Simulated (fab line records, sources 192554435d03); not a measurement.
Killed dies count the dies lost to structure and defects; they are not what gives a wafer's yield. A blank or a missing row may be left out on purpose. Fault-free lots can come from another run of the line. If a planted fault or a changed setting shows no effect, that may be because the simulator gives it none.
Split-lot trial -- flow n5_finfet -- 21 wafers read across 7 lots, on a route 1938 steps long

THE SPLIT ITSELF
At N5_BEOL_M15_CMP_49 (polishes, stops on SiO2, t overpolish 4.9 s, target thk 850 nm), the setting down_force_psi was moved away from the recipe's 2 psi on 9 of the 21 wafers read, by -15.1% to +12.9%. This setting was run at the recipe's value on the other wafers.

Reading taken at the split's own step.

THE READING
barrier_field_endpoint_s, in s, at N5_BEOL_M15_CMP_49 (polishes, stops on SiO2, t overpolish 4.9 s, target thk 850 nm). Fault-free wafers of this fab line usually give 11.4 s, standard deviation 0.31 s.

wafer,"tool, chamber at the split","down_force_psi as run, psi",against the recipe,"barrier_field_endpoint_s, s",against lot-mates on the recipe
L076.4,"cmp-04, 0",2,recipe,11.3,-
L076.3,"cmp-04, 1",2.258,+12.9%,10.1,-1.2
L076.6,"cmp-04, 0",2.258,+12.9%,10.0,-1.3
L079.2,"cmp-02, 2",2,recipe,11.3,-
L079.1,"cmp-02, 0",2,recipe,11.5,-
L079.5,"cmp-02, 3",2,recipe,11.1,-
L078.1,"cmp-01, 2",2,recipe,11.5,-
L078.2,"cmp-01, 0",1.766,-11.7%,12.4,+0.9
L078.5,"cmp-01, 3",1.766,-11.7%,12.4,+0.9
L081.2,"cmp-01, 1",1.879,-6.0%,12.3,+0.6
L081.4,"cmp-01, 2",2,recipe,11.7,-
L081.1,"cmp-01, 3",1.879,-6.0%,11.7,+0.0
L084.3,"cmp-01, 2",2,recipe,11.5,-
L084.2,"cmp-01, 0",2,recipe,11.1,-
L084.5,"cmp-01, 1",2,recipe,11.5,-
L082.2,"cmp-04, 3",2,recipe,11.5,-
L082.3,"cmp-04, 0",2.119,+6.0%,10.6,-0.9
L082.5,"cmp-04, 3",2.119,+6.0%,10.8,-0.7
L095.2,"cmp-01, 0",2,recipe,11.3,-
L095.3,"cmp-01, 1",1.698,-15.1%,13.6,+2.2
L095.5,"cmp-01, 1",2,recipe,11.4,-

THE FIT
A straight line over all 21 wafers: barrier_field_endpoint_s changes by -0.11 s for each +1% of down_force_psi; r = -0.96; the points scatter about the line by 0.23 s.
The same after taking each lot's own level away (the mean of its wafers on the recipe; 21 wafers): -0.103 s for each +1%; r = -0.94; scatter 0.26 s.
On that fit, the largest move of down_force_psi shifts the reading by 1.6 s.
Measured against the standard deviation above, the lots' own levels, which go from 11.30 to 11.70 s, span 1.3 times it.
The two slopes are in agreement: the lot-to-lot level therefore moves the slope only a little.
Check: with one of the wafers moved furthest among these (-15.1%) left out of the fit, the line predicts +1.26 s for it against its lot-mates. It came out at +2.25 s against them.
Tool readings at the split's step, against how far the setting was moved: barrier_field_endpoint_s r = -0.96.

OTHER SPLITS ON THESE WAFERS
Before the reading, these wafers also passed through other splits. Each is held against what the fit with the lots' levels taken away leaves over:
other split on the same wafers,wafers away from the commonest value,r with barrier_field_endpoint_s (lot level and that fit taken away)
N5_BEOL_M14_EXPOSE_07 dose_mj,5,+0.14

THE FILE'S OWN FIT
barrier_field_endpoint_s changes by -0.109 s for each +1% of down_force_psi, r = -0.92.
